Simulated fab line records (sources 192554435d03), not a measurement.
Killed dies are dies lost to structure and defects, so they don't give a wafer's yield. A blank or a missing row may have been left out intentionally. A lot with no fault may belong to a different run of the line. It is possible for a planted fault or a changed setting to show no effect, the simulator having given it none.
fab line records	flow n5-finfet
record: lots: 24	wafers: 72	last-day: 19
route steps=1938 shown BEOL_M13@1709 BEOL_M14@1729
lots that met no fault: from a run of the same line without faults
start-h: hours from the record's opening day to when the first of the lot's shown wafers began	wait-h: hours since the lot's step before	" unchanged from the row above	L1.1+2: several wafers, shown together as one row	- no value present, or no start provided	* or withheld: withheld	< > ~ a bound
route shown NAME@n: names a module that has steps shown in the file, with the first one's number in the route	usual: mean and standard deviation over wafers with no fault	same: alike in all rows	chamber/n: place in a boat	sites: readings site by site	_std_site: their standard deviation	_edge_site: outer sites' mean less inner sites'	radius-mm: how far each site lies from the wafer's centre	mask NAME#n: copy n	behind: the tool/chamber that last shaped the wafer	hold: the reason the lot was held/the length of the hold in hours/how it ended	device: names the non-switching transistor (n, p or np)	end of line: tests of these same wafers at the route's end	a step given without rows: its recipe and nothing more	killed: the dies lost at the first sort to structure and to defects; this is not the yield of the wafer	map: shows each die of a wafer: x if killed, . if not, _ if none is there
set.NAME: the setting as run; set.NAME@STEP: as run at that earlier step	model.NAME: the simulator's own value behind a step, which no gauge read
route steps across a sampled set of lots; one table per step, one row per wafer
services: the hour from which a tool's chamber was out of use, counted from the record's first day as start-h (under 0 if before that day), plus the number of hours and why
== steps ==
step: N5_BEOL_M13_ANNEAL_48
recipe: temp-c: 225	time-s: 90	ambient: N2
usual: wafer_temp_C_max: 226.13/0.25
lot.wafer	tool	chamber	start-h	wait-h	wafer_temp_C_max
L074.2	rtp-anneal-01	0	234.76	0.2	226.60
L074.3	"	0	"	"	226.34
L074.5	"	0	"	"	225.79
L076.2	rtp-anneal-02	0	245.96	0.2	225.74
L076.4	"	0	"	"	225.86
L076.5	"	0	"	"	225.90
L075.3	rtp-anneal-01	0	249.67	0.2	226.22
L075.5	"	0	"	"	226.35
L075.6	"	0	"	"	226.57
L077.2	rtp-anneal-01	0	260.00	0.2	226.02
L077.4	"	0	"	"	225.78
L077.5	"	0	"	"	225.76
L079.3	rtp-anneal-02	0	268.63	0.2	226.19
L079.4	"	0	"	"	226.09
L079.6	"	0	"	"	225.99
L078.1	rtp-anneal-02	0	272.86	0.1	225.93
L078.3	"	0	"	"	226.34
L078.5	"	0	"	"	225.78
L080.1	rtp-anneal-01	0	275.05	0.6	225.89
L080.3	"	0	"	"	226.50
L080.4	"	0	"	"	226.39
L081.1	rtp-anneal-02	0	300.77	0.2	225.95
L081.2	"	0	"	"	225.78
L081.5	"	0	"	"	226.01
L082.1	rtp-anneal-01	0	307.86	0.4	226.20
L082.3	"	0	"	"	226.23
L082.4	"	0	"	"	226.23
L083.1	rtp-anneal-02	0	312.52	0.1	226.23
L083.3	"	0	"	"	226.37
L083.6	"	0	"	"	226.01
L084.1	rtp-anneal-01	0	326.92	0.2	226.01
L084.3	"	0	"	"	226.07
L084.4	"	0	"	"	226.04
L087.3	rtp-anneal-01	0	339.45	0.2	226.71
L087.5	"	0	"	"	226.51
L087.6	"	0	"	"	226.40
L086.1	rtp-anneal-01	0	340.20	0.3	225.83
L086.2	"	0	"	"	226.24
L086.6	"	0	"	"	225.91
L085.3	rtp-anneal-01	0	340.67	0.2	226.33
L085.4	"	0	"	"	226.14
L085.6	"	0	"	"	226.00
L088.1	rtp-anneal-02	0	341.21	0.1	225.50
L088.3	"	0	"	"	226.02
L088.5	"	0	"	"	225.96
L089.3	rtp-anneal-01	0	343.17	0.2	225.90
L089.5	"	0	"	"	226.04
L089.6	"	0	"	"	226.12
L090.1	rtp-anneal-01	0	343.67	0.1	226.24
L090.2	"	0	"	"	226.23
L090.4	"	0	"	"	225.98
L091.1	rtp-anneal-01	0	360.55	0.1	226.41
L091.2	"	0	"	"	226.02
L091.4	"	0	"	"	226.53
L092.1	rtp-anneal-01	0	364.41	0.1	226.03
L092.2	"	0	"	"	226.05
L092.6	"	0	"	"	226.18
L094.1	rtp-anneal-01	0	365.49	0.7	226.12
L094.3	"	0	"	"	226.15
L094.4	"	0	"	"	226.14
L093.1	rtp-anneal-01	0	371.18	0.8	225.97
L093.3	"	0	"	"	226.59
L093.6	"	0	"	"	226.24
L095.1	rtp-anneal-02	0	375.43	0.1	225.95
L095.2	"	0	"	"	226.09
L095.5	"	0	"	"	226.15
L096.1	rtp-anneal-02	0	400.39	0.2	226.18
L096.5	"	0	"	"	225.55
L096.6	"	0	"	"	225.83
L097.2	rtp-anneal-01	0	409.17	0.2	226.08
L097.5	"	0	"	"	226.08
L097.6	"	0	"	"	226.27
step: N5_BEOL_M14_DESCUM_15
recipe: chemistry: O2	time-s: 7.9	source-power-w: 50	bias-power-w: 20	pressure-mtorr: 20	rf-frequency-hz: 2.712e+07	temp-c: 40	o2-flow-sccm: 225
usual: drypump-motor-current-A: 5.7/0.35	oes-product-au: 0.82/0.078	rf-vpp-V: 243.0/1.4	showerhead-plenum-p-Torr: 2.09/0.076	throttle-valve-pct: 20.31/0.15
lot.wafer	tool	chamber	start-h	wait-h	drypump-motor-current-A	oes-product-au	rf-hours-counter-h	rf-vpp-V	showerhead-plenum-p-Torr	throttle-valve-pct
L074.2	rie-diel-02	1	236.20	0.0	5.8	0.87	40	242.8	2.04	20.22
L074.3	"	0	"	"	5.9	0.71	188	245.1	2.17	20.27
L074.5	"	2	"	"	5.6	0.85	-	241.6	2.03	20.17
L076.2	rie-diel-01	0	247.32	0.0	5.1	0.92	25	241.9	2.04	20.28
L076.4	"	3	"	"	6.4	0.90	-	242.0	2.04	20.25
L076.5	"	0	"	"	5.1	0.91	-	242.6	2.04	20.28
L075.3	rie-diel-06	0	253.42	0.2	5.3	0.80	78	244.6	2.21	20.40
L075.5	"	0	"	"	5.3	0.80	-	244.3	2.21	20.39
L075.6	"	2	"	"	5.7	0.87	-	242.6	2.03	20.20
L077.2	rie-diel-06	0	261.78	0.2	5.3	0.79	82	244.5	2.21	20.40
L077.4	"	3	"	"	6.1	1.01	1	246.5	2.24	20.18
L077.5	"	3	"	"	6.1	1.02	-	244.1	2.24	20.18
L079.3	rie-diel-06	2	269.98	0.0	5.7	0.86	49	241.4	2.03	20.22
L079.4	"	3	"	"	6.1	1.00	3	244.8	2.24	20.18
L079.6	"	1	"	"	5.6	0.72	-	243.9	2.07	20.33
L078.1	rie-diel-06	2	274.28	0.0	5.7	0.86	50	241.3	2.03	20.22
L078.3	"	1	"	"	5.6	0.71	203	243.0	2.07	20.33
L078.5	"	3	"	"	6.2	0.98	-	245.7	2.24	20.16
L080.1	rie-diel-01	0	276.58	0.0	5.2	0.89	34	241.1	2.04	20.29
L080.3	"	2	"	"	5.7	0.83	90	242.5	2.04	20.11
L080.4	"	3	"	"	6.4	0.88	47	243.1	2.04	20.23
L081.1	rie-diel-02	2	302.26	0.0	5.6	0.83	81	242.7	2.03	20.20
L081.2	"	3	"	"	5.2	0.70	232	244.2	2.15	20.35
L081.5	"	1	"	"	5.9	0.83	-	241.8	2.04	20.26
L082.1	rie-diel-02	0	309.35	0.0	5.9	0.68	213	243.8	2.17	20.30
L082.3	"	2	"	"	5.7	0.83	83	242.0	2.03	20.21
L082.4	"	1	"	"	5.9	0.84	65	241.1	2.04	20.25
L083.1	rie-diel-01	1	314.04	0.1	5.5	0.91	16	242.7	2.06	20.66
L083.3	"	2	"	"	5.7	0.82	101	242.4	2.04	20.14
L083.6	"	3	"	"	6.4	0.87	-	241.6	2.04	20.27
L084.1	rie-diel-06	0	328.42	0.0	5.3	0.77	104	244.9	2.21	20.44
L084.3	"	1	"	"	5.6	0.70	223	241.6	2.07	20.37
L084.4	"	2	"	"	5.7	0.84	70	241.9	2.02	20.24
L087.3	rie-diel-01	1	340.86	0.0	5.5	0.88	26	242.5	2.06	20.68
L087.5	"	1	"	"	5.5	0.90	-	242.4	2.06	20.67
L087.6	"	2	"	"	5.7	0.79	-	241.8	2.03	20.15
L086.1	rie-diel-01	1	341.72	0.0	5.5	0.90	27	243.2	2.06	20.67
L086.2	"	3	"	"	6.4	0.86	68	242.9	2.03	20.29
L086.6	"	0	"	"	5.2	0.87	-	243.0	2.03	20.31
L085.3	rie-diel-01	0	342.06	0.1	5.2	0.87	56	244.1	2.03	20.33
L085.4	"	1	"	"	5.5	0.89	27	242.5	2.06	20.68
L085.6	"	2	"	"	5.7	0.81	-	240.9	2.03	20.15
L088.1	rie-diel-06	3	342.84	0.2	6.2	0.91	25	245.2	2.23	20.21
L088.3	"	0	"	"	5.3	0.77	110	244.7	2.20	20.44
L088.5	"	3	"	"	6.2	0.93	-	245.9	2.23	20.20
L089.3	rie-diel-06	1	344.45	0.0	5.6	0.69	228	243.2	2.06	20.38
L089.5	"	1	"	"	5.6	0.70	-	241.7	2.06	20.37
L089.6	"	0	"	"	5.3	0.76	-	243.3	2.20	20.44
L090.1	rie-diel-01	1	345.16	0.0	5.5	0.90	29	242.3	2.06	20.67
L090.2	"	3	"	"	6.4	0.85	69	241.6	2.03	20.28
L090.4	"	0	"	"	5.1	0.85	58	241.5	2.03	20.33
L091.1	rie-diel-01	2	362.04	0.0	5.7	0.79	120	242.2	2.03	20.17
L091.2	"	1	"	"	5.5	0.87	35	242.3	2.06	20.68
L091.4	"	3	"	"	6.4	0.84	76	242.4	2.03	20.30
L092.1	rie-diel-02	1	365.95	0.0	5.8	0.80	86	241.3	2.03	20.30
L092.2	"	2	"	"	5.7	0.80	105	241.5	2.02	20.25
L092.6	"	1	"	"	5.8	0.80	-	242.7	2.03	20.28
L094.1	rie-diel-06	0	367.14	0.3	5.3	0.76	117	244.2	2.20	20.45
L094.3	"	3	"	"	6.2	0.91	33	245.3	2.23	20.21
L094.4	"	1	"	"	5.6	0.69	236	243.6	2.06	20.37
L093.1	rie-diel-02	1	372.78	0.0	5.8	0.80	89	242.2	2.03	20.28
L093.3	"	0	"	"	5.8	0.67	236	244.2	2.16	20.33
L093.6	"	1	"	"	5.8	0.80	-	241.0	2.03	20.28
L095.1	rie-diel-01	0	376.80	0.0	5.1	0.84	70	242.3	2.03	20.35
L095.2	"	3	"	"	6.4	0.84	82	242.3	2.03	20.31
L095.5	"	1	"	"	5.6	0.86	-	240.6	2.05	20.69
L096.1	rie-diel-06	1	401.91	0.1	5.6	0.68	246	243.5	2.06	20.40
L096.5	"	0	"	"	5.3	0.75	-	244.9	2.20	20.48
L096.6	"	3	"	"	6.2	0.89	-	245.4	2.22	20.24
L097.2	rie-diel-02	0	410.57	0.0	5.9	0.66	248	244.0	2.15	20.35
L097.5	"	2	"	"	5.7	0.78	-	240.7	2.01	20.26
L097.6	"	3	"	"	5.2	0.93	-	243.7	2.14	20.03
step: N5_BEOL_M14_CD_MEAS_17
recipe: target-cd-nm: 250	polarity: opening
usual: cd-nm: 250.4/1.6
lot.wafer	tool	chamber	start-h	wait-h	cd-nm
L074.2	cd-sem-01	-	236.64	0.0	249.4
L074.3	"	-	"	"	251.9
L074.5	"	-	"	"	251.3
L076.2	cd-sem-02	-	247.75	0.0	251.4
L076.4	"	-	"	"	252.9
L076.5	"	-	"	"	252.9
L075.3	cd-sem-01	-	253.86	0.0	251.1
L075.5	"	-	"	"	254.0
L075.6	"	-	"	"	250.0
L077.2	cd-sem-01	-	262.22	0.0	249.4
L077.4	"	-	"	"	248.0
L077.5	"	-	"	"	247.9
L079.3	cd-sem-03	-	270.42	0.0	248.7
L079.4	"	-	"	"	248.0
L079.6	"	-	"	"	249.3
L078.1	cd-sem-01	-	274.72	0.0	250.8
L078.3	"	-	"	"	251.0
L078.5	"	-	"	"	250.7
L080.1	cd-sem-01	-	277.05	0.0	251.4
L080.3	"	-	"	"	247.6
L080.4	"	-	"	"	249.3
L081.1	cd-sem-03	-	302.70	0.0	250.8
L081.2	"	-	"	"	249.9
L081.5	"	-	"	"	249.6
L082.1	cd-sem-02	-	309.79	0.0	248.8
L082.3	"	-	"	"	248.4
L082.4	"	-	"	"	250.3
L083.1	cd-sem-02	-	314.48	0.0	250.3
L083.3	"	-	"	"	250.0
L083.6	"	-	"	"	251.7
L084.1	cd-sem-02	-	328.85	0.0	250.0
L084.3	"	-	"	"	246.1
L084.4	"	-	"	"	246.9
L087.3	cd-sem-02	-	341.30	0.0	250.9
L087.5	"	-	"	"	249.6
L087.6	"	-	"	"	249.2
L086.1	cd-sem-03	-	342.15	0.0	250.4
L086.2	"	-	"	"	251.2
L086.6	"	-	"	"	251.2
L085.3	cd-sem-03	-	342.50	0.0	251.3
L085.4	"	-	"	"	250.4
L085.6	"	-	"	"	251.1
L088.1	cd-sem-02	-	343.29	0.0	253.0
L088.3	"	-	"	"	253.2
L088.5	"	-	"	"	252.2
L089.3	cd-sem-03	-	344.89	0.0	248.5
L089.5	"	-	"	"	247.4
L089.6	"	-	"	"	250.5
L090.1	cd-sem-02	-	345.60	0.0	251.2
L090.2	"	-	"	"	252.2
L090.4	"	-	"	"	255.0
L091.1	cd-sem-02	-	362.47	0.0	251.7
L091.2	"	-	"	"	252.8
L091.4	"	-	"	"	254.1
L092.1	cd-sem-02	-	366.39	0.0	250.1
L092.2	"	-	"	"	250.5
L092.6	"	-	"	"	249.7
L094.1	cd-sem-01	-	367.57	0.0	249.5
L094.3	"	-	"	"	251.0
L094.4	"	-	"	"	249.4
L093.1	cd-sem-01	-	373.22	0.0	250.8
L093.3	"	-	"	"	251.5
L093.6	"	-	"	"	251.0
L095.1	cd-sem-02	-	377.24	0.0	251.2
L095.2	"	-	"	"	248.1
L095.5	"	-	"	"	248.7
L096.1	cd-sem-02	-	402.34	0.0	248.5
L096.5	"	-	"	"	250.3
L096.6	"	-	"	"	249.6
L097.2	cd-sem-01	-	411.00	0.0	249.5
L097.5	"	-	"	"	250.8
L097.6	"	-	"	"	250.9
step: N5_BEOL_M14_CD_MEAS_28
recipe: target-cd-nm: 284.4	landing-energy-ev: 500	detector: se-inlens
usual: cd-nm: 284.4/1.2
lot.wafer	tool	chamber	start-h	wait-h	cd-nm
L074.2	cd-sem-01	0	237.09	-	284.9
L074.3	"	0	"	"	286.3
L074.5	"	0	"	"	285.3
L076.2	cd-sem-03	0	248.08	-	284.5
L076.4	"	0	"	"	283.0
L076.5	"	0	"	"	286.1
L075.3	cd-sem-02	0	254.19	-	283.6
L075.5	"	0	"	"	285.7
L075.6	"	0	"	"	283.1
L077.2	cd-sem-03	0	262.67	-	283.7
L077.4	"	0	"	"	282.7
L077.5	"	0	"	"	285.2
L079.3	cd-sem-02	0	270.87	-	286.0
L079.4	"	0	"	"	285.8
L079.6	"	0	"	"	283.5
L078.1	cd-sem-03	0	275.04	-	284.6
L078.3	"	0	"	"	283.9
L078.5	"	0	"	"	286.4
L080.1	cd-sem-01	0	277.37	-	285.8
L080.3	"	0	"	"	283.0
L080.4	"	0	"	"	284.8
L081.1	cd-sem-02	0	303.15	-	283.0
L081.2	"	0	"	"	283.0
L081.5	"	0	"	"	283.5
L082.1	cd-sem-01	0	310.24	-	285.1
L082.3	"	0	"	"	285.0
L082.4	"	0	"	"	284.0
L083.1	cd-sem-02	0	314.80	-	283.9
L083.3	"	0	"	"	286.5
L083.6	"	0	"	"	285.0
L084.1	cd-sem-02	0	329.30	-	286.6
L084.3	"	0	"	"	285.3
L084.4	"	0	"	"	286.8
L087.3	cd-sem-01	0	341.62	-	285.8
L087.5	"	0	"	"	284.8
L087.6	"	0	"	"	284.5
L086.1	cd-sem-03	0	342.48	-	285.6
L086.2	"	0	"	"	283.4
L086.6	"	0	"	"	282.9
L085.3	cd-sem-02	0	342.95	-	284.8
L085.4	"	0	"	"	282.8
L085.6	"	0	"	"	282.2
L088.1	cd-sem-01	0	343.62	-	284.9
L088.3	"	0	"	"	284.0
L088.5	"	0	"	"	283.7
L089.3	cd-sem-03	0	345.22	-	284.2
L089.5	"	0	"	"	283.8
L089.6	"	0	"	"	285.2
L090.1	cd-sem-01	0	345.92	-	285.6
L090.2	"	0	"	"	283.2
L090.4	"	0	"	"	283.4
L091.1	cd-sem-02	0	362.93	-	283.5
L091.2	"	0	"	"	282.6
L091.4	"	0	"	"	282.1
L092.1	cd-sem-03	0	366.71	-	286.5
L092.2	"	0	"	"	286.8
L092.6	"	0	"	"	285.5
L094.1	cd-sem-02	0	368.02	-	285.9
L094.3	"	0	"	"	286.8
L094.4	"	0	"	"	284.4
L093.1	cd-sem-01	0	373.55	-	284.6
L093.3	"	0	"	"	282.8
L093.6	"	0	"	"	282.8
L095.1	cd-sem-03	0	377.69	-	285.4
L095.2	"	0	"	"	286.1
L095.5	"	0	"	"	284.9
L096.1	cd-sem-03	0	402.88	-	283.0
L096.5	"	0	"	"	283.2
L096.6	"	0	"	"	282.9
L097.2	cd-sem-03	0	411.33	-	283.8
L097.5	"	0	"	"	284.9
L097.6	"	0	"	"	284.3
step: N5_BEOL_M14_STRIP_37
recipe: chemistry: O2	power-w: 600	temp-c: 60	pressure-mtorr: 30	rf-frequency-hz: 6e+07	bias-power-w: 0	overash-fraction: 0.3	o2-flow-sccm: 225
usual: drypump-motor-current-A: 5.7/0.35	oes-product-au: 0.80/0.068	rf-vpp-V: 3.7/1	showerhead-plenum-p-Torr: 2.07/0.066	throttle-valve-pct: 16.55/0.13
lot.wafer	tool	chamber	start-h	wait-h	drypump-motor-current-A	oes-product-au	rf-hours-counter-h	rf-vpp-V	showerhead-plenum-p-Torr	throttle-valve-pct
L074.2	rie-diel-06	3	241.08	3.3	6.2	0.68	249	2.6	1.98	16.83
L074.3	"	0	"	"	5.3	0.82	73	3.9	2.22	16.60
L074.5	"	0	"	"	5.3	0.82	-	3.1	2.22	16.58
L076.2	rie-diel-06	2	249.25	0.5	5.7	0.88	40	4.6	2.04	16.44
L076.4	"	0	"	"	5.3	0.81	-	3.6	2.22	16.60
L076.5	"	2	"	"	5.7	0.88	-	3.0	2.04	16.44
L075.3	rie-diel-01	3	256.09	1.2	6.4	0.89	41	3.1	2.05	16.46
L075.5	"	2	"	"	5.7	0.83	-	5.2	2.05	16.33
L075.6	"	3	"	"	6.4	0.90	-	2.1	2.05	16.44
L077.2	rie-diel-02	2	266.63	3.3	5.6	0.83	71	4.8	2.03	16.41
L077.4	"	1	"	"	5.8	0.84	50	2.2	2.04	16.46
L077.5	"	2	"	"	5.6	0.81	-	4.9	2.03	16.41
L079.3	rie-diel-02	0	273.40	1.8	5.9	0.70	200	2.1	2.17	16.55
L079.4	"	1	"	"	5.8	0.84	52	3.8	2.04	16.42
L079.6	"	2	"	"	5.7	0.82	-	3.8	2.03	16.45
L080.1	rie-diel-02	3	278.87	0.8	5.2	0.71	223	3.6	2.16	16.65
L080.3	"	2	"	"	5.6	0.84	75	1.6	2.03	16.45
L080.4	"	1	"	"	5.8	0.85	53	2.4	2.04	16.48
L078.1	rie-diel-02	3	279.99	4.2	5.2	0.71	224	3.7	2.16	16.67
L078.3	"	1	"	"	5.8	0.84	54	2.9	2.04	16.46
L078.5	"	2	"	"	5.7	0.83	-	5.0	2.03	16.44
L081.1	rie-diel-02	1	305.83	2.0	5.8	0.83	63	4.5	2.04	16.50
L081.2	"	2	"	"	5.7	0.84	82	5.4	2.03	16.44
L081.5	"	1	"	"	5.8	0.84	-	2.6	2.04	16.52
L082.1	rie-diel-01	1	312.10	1.2	5.6	0.91	16	5.6	2.07	16.78
L082.3	"	0	"	"	5.2	0.87	44	1.8	2.04	16.54
L082.4	"	2	"	"	5.7	0.82	100	2.9	2.04	16.37
L083.1	rie-diel-01	0	315.58	0.1	5.2	0.89	46	3.1	2.04	16.53
L083.3	"	1	"	"	5.5	0.90	17	3.7	2.07	16.82
L083.6	"	2	"	"	5.8	0.81	-	2.7	2.04	16.37
L084.1	rie-diel-02	1	331.24	0.9	5.8	0.82	73	2.7	2.04	16.49
L084.3	"	3	"	"	5.2	0.70	241	4.0	2.15	16.69
L084.4	"	2	"	"	5.7	0.79	91	2.9	2.03	16.49
L087.3	rie-diel-01	0	342.80	0.4	5.2	0.85	57	2.6	2.03	16.53
L087.5	"	3	"	"	6.4	0.85	-	1.7	2.04	16.47
L087.6	"	0	"	"	5.1	0.85	-	4.8	2.03	16.57
L086.1	rie-diel-02	2	343.64	0.3	5.7	0.80	95	3.9	2.03	16.48
L086.2	"	1	"	"	5.8	0.82	76	2.5	2.04	16.50
L086.6	"	2	"	"	5.7	0.82	-	4.3	2.03	16.49
L085.3	rie-diel-02	2	345.89	1.4	5.6	0.82	97	3.6	2.03	16.45
L085.4	"	2	"	"	5.6	0.81	-	3.7	2.03	16.46
L085.6	"	1	"	"	5.8	0.82	-	3.6	2.04	16.49
L088.1	rie-diel-02	0	346.12	1.3	5.9	0.66	225	2.8	2.16	16.58
L088.3	"	2	"	"	5.6	0.80	97	3.5	2.03	16.48
L088.5	"	0	"	"	5.9	0.67	-	2.0	2.16	16.61
L089.3	rie-diel-02	1	346.62	0.7	5.8	0.82	78	4.7	2.03	16.52
L089.5	"	0	"	"	5.8	0.69	-	4.9	2.16	16.62
L089.6	"	2	"	"	5.6	0.81	-	4.8	2.02	16.48
L090.1	rie-diel-01	1	348.64	2.0	5.5	0.88	30	5.2	2.06	16.82
L090.2	"	2	"	"	5.7	0.80	114	2.3	2.04	16.40
L090.4	"	3	"	"	6.4	0.86	70	5.9	2.04	16.50
L091.1	rie-diel-01	0	364.20	0.6	5.2	0.85	65	3.0	2.03	16.56
L091.2	"	3	"	"	6.4	0.84	77	2.2	2.03	16.52
L091.4	"	2	"	"	5.7	0.78	120	4.0	2.03	16.42
L092.1	rie-diel-06	1	368.98	1.5	5.7	0.68	237	3.8	2.06	16.71
L092.2	"	2	"	"	5.7	0.82	83	5.2	2.02	16.50
L092.6	"	3	"	"	6.1	0.90	-	2.0	2.23	16.43
L094.1	rie-diel-01	3	369.10	0.4	6.4	0.82	79	3.4	2.03	16.49
L094.3	"	2	"	"	5.7	0.79	122	4.6	2.03	16.39
L094.4	"	1	"	"	5.5	0.87	37	3.2	2.06	16.86
L093.1	rie-diel-06	1	374.53	0.3	5.6	0.69	238	4.7	2.07	16.71
L093.3	"	2	"	"	5.7	0.81	85	4.7	2.02	16.50
L093.6	"	2	"	"	5.7	0.81	-	3.3	2.02	16.51
L095.1	rie-diel-01	3	378.42	0.0	6.4	0.83	82	6.5	2.03	16.49
L095.2	"	1	"	"	5.5	0.86	40	2.7	2.06	16.84
L095.5	"	1	"	"	5.5	0.86	-	2.9	2.06	16.86
L096.1	rie-diel-06	2	404.42	0.8	5.7	0.80	94	4.2	2.02	16.56
L096.5	"	1	"	"	5.6	0.68	-	3.9	2.06	16.71
L096.6	"	2	"	"	5.7	0.81	-	3.7	2.02	16.54
L097.2	rie-diel-01	2	412.10	0.1	5.8	0.78	136	4.4	2.03	16.44
L097.5	"	1	"	"	5.5	0.85	-	3.2	2.06	16.88
L097.6	"	2	"	"	5.8	0.78	-	4.1	2.03	16.47
step: N5_BEOL_M14_SPUTTER_43
recipe: material: TaN	target-thk-a: 150	temp-c: 50	bias-v: 168.6	power-w: 15000	chamber-pressure-pa: 0.12	time-s: 24.19
usual: throttle-valve-pct: 29.7/1
lot.wafer	tool	chamber	start-h	wait-h	throttle-valve-pct
L074.2	pvd-sputter-03	-	241.49	0.0	31.7
L074.3	"	-	"	"	29.6
L074.5	"	-	"	"	29.2
L076.2	pvd-sputter-01	-	250.29	0.0	29.5
L076.4	"	-	"	"	30.0
L076.5	"	-	"	"	28.5
L075.3	pvd-sputter-01	-	256.45	0.0	30.2
L075.5	"	-	"	"	29.9
L075.6	"	-	"	"	28.5
L077.2	pvd-sputter-03	-	267.35	0.0	29.6
L077.4	"	-	"	"	31.9
L077.5	"	-	"	"	29.4
L079.3	pvd-sputter-02	-	273.99	0.0	27.8
L079.4	"	-	"	"	30.1
L079.6	"	-	"	"	30.4
L080.1	pvd-sputter-03	-	279.62	0.0	32.0
L080.3	"	-	"	"	29.6
L080.4	"	-	"	"	29.2
L078.1	pvd-sputter-02	-	280.70	0.0	28.7
L078.3	"	-	"	"	30.0
L078.5	"	-	"	"	29.9
L081.1	pvd-sputter-01	-	306.57	0.0	28.4
L081.2	"	-	"	"	30.3
L081.5	"	-	"	"	30.0
L082.1	pvd-sputter-02	-	312.85	0.0	30.0
L082.3	"	-	"	"	27.6
L082.4	"	-	"	"	30.0
L083.1	pvd-sputter-02	-	316.03	0.0	28.9
L083.3	"	-	"	"	27.7
L083.6	"	-	"	"	29.6
L084.1	pvd-sputter-03	-	331.89	0.0	29.8
L084.3	"	-	"	"	29.4
L084.4	"	-	"	"	29.5
L087.3	pvd-sputter-03	-	343.46	0.0	31.9
L087.5	"	-	"	"	29.3
L087.6	"	-	"	"	29.9
L086.1	pvd-sputter-02	-	344.07	0.0	30.0
L086.2	"	-	"	"	27.8
L086.6	"	-	"	"	29.8
L085.3	pvd-sputter-03	-	346.52	0.0	31.9
L085.4	"	-	"	"	29.4
L085.6	"	-	"	"	31.8
L088.1	pvd-sputter-03	-	346.92	0.0	29.9
L088.3	"	-	"	"	32.0
L088.5	"	-	"	"	29.6
L089.3	pvd-sputter-03	-	347.28	0.0	29.3
L089.5	"	-	"	"	29.5
L089.6	"	-	"	"	29.6
L090.1	pvd-sputter-02	-	349.39	0.0	29.8
L090.2	"	-	"	"	29.7
L090.4	"	-	"	"	28.8
L091.1	pvd-sputter-02	-	364.85	0.0	27.8
L091.2	"	-	"	"	28.9
L091.4	"	-	"	"	29.7
L092.1	pvd-sputter-01	-	369.51	0.0	30.0
L092.2	"	-	"	"	30.0
L092.6	"	-	"	"	28.5
L094.1	pvd-sputter-03	-	369.80	0.0	29.5
L094.3	"	-	"	"	29.4
L094.4	"	-	"	"	29.6
L093.1	pvd-sputter-03	-	375.07	0.0	29.7
L093.3	"	-	"	"	32.0
L093.6	"	-	"	"	29.5
L095.1	pvd-sputter-02	-	379.30	0.0	30.2
L095.2	"	-	"	"	29.9
L095.5	"	-	"	"	28.7
L096.1	pvd-sputter-03	-	405.59	0.0	29.2
L096.5	"	-	"	"	32.0
L096.6	"	-	"	"	29.9
L097.2	pvd-sputter-03	-	412.84	0.0	29.2
L097.5	"	-	"	"	29.9
L097.6	"	-	"	"	32.0
== services ==
tool	chamber	start-h	hours	kind
rie-diel-02	0	212.15	22.1	repair
rie-diel-06	3	215.95	2.9	repair
rie-diel-01	1	240.61	-	clean
rie-diel-01	1	240.61	-	consumable-replace:focus-ring
rie-diel-01	1	240.61	16.8	scheduled-down
rie-diel-01	1	240.61	16.8	vent-cycle
rie-diel-06	3	242.73	-	clean
rie-diel-06	3	242.73	-	consumable-replace:focus-ring
rie-diel-06	3	242.73	-	consumable-replace:showerhead
rie-diel-02	2	281.00	6.7	repair
rie-diel-01	2	307.95	1.8	repair
rie-diel-06	0	360.39	6.0	repair
rie-diel-02	3	362.31	-	clean
rie-diel-02	3	362.31	-	consumable-replace:focus-ring
rie-diel-02	3	362.31	18.8	scheduled-down
rie-diel-02	3	362.31	18.8	vent-cycle
rie-diel-01	1	371.83	1.8	repair
pvd-sputter-02	-	391.44	2.1	repair
rie-diel-01	0	411.27	16.4	repair
== key ==
fault none
